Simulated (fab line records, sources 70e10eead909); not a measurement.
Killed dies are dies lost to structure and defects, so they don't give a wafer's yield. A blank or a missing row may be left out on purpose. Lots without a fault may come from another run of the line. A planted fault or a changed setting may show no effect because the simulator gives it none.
Chamber matching | flow nand_harc | NHARC_P_CONTACT_DEP_30 on pecvd-02: 3 sister chambers
The step deposits SiNx, target thk 30 nm. 6 wafers are shown with their chamber, then 7 later ones without.

WAFERS WITH THEIR CHAMBER
wafer  | chamber | heater_power_w (W) | heater_power_outer_w (W)
L268.1 | 0       | 673                | 402
L270.1 | 1       | 750                | 461
L270.2 | 0       | 635                | 399
L270.6 | 2       | 712                | 447
L276.1 | 1       | 719                | 438
L276.3 | 2       | 670                | 410

WAFERS WITHOUT THEIR CHAMBER
wafer  | heater_power_w (W) | heater_power_outer_w (W)
L276.6 | 672                | 410
L277.1 | 770                | 469
L277.4 | 754                | 467
L277.5 | 692                | 431
L282.4 | 610                | 358
L282.5 | 676                | 409
L282.6 | 699                | 429

WHICH CHAMBER EACH WENT THROUGH
wafer  | from the rows above     | in truth
L276.6 | can't be placed: 0 or 2 | 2
L277.1 | 1                       | 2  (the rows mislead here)
L277.4 | can't be placed: 1 or 2 | 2
L277.5 | can't be placed: 2 or 1 | 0
L282.4 | 0                       | 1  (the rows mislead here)
L282.5 | can't be placed: 0 or 2 | 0
L282.6 | can't be placed: 2 or 1 | 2
Placed correctly: 0 of 7. Can't be placed from these rows: 5 (the true chamber is among the candidates in 4). Placed wrongly: 2.
How it was worked out, from the rows above alone: a wafer's distance from a chamber is the root of the sum, over the readings, of the square of ((its reading less the chamber's mean) divided by the reading's scatter). The wafer belongs to the nearest chamber; if the next one is less than 2 further off, it can't be placed. A chamber's mean is the mean of its shown wafers. The scatter: the root of (the sum of the squares of (reading less its chamber's mean) over the shown wafers, divided by (wafers less chambers)).
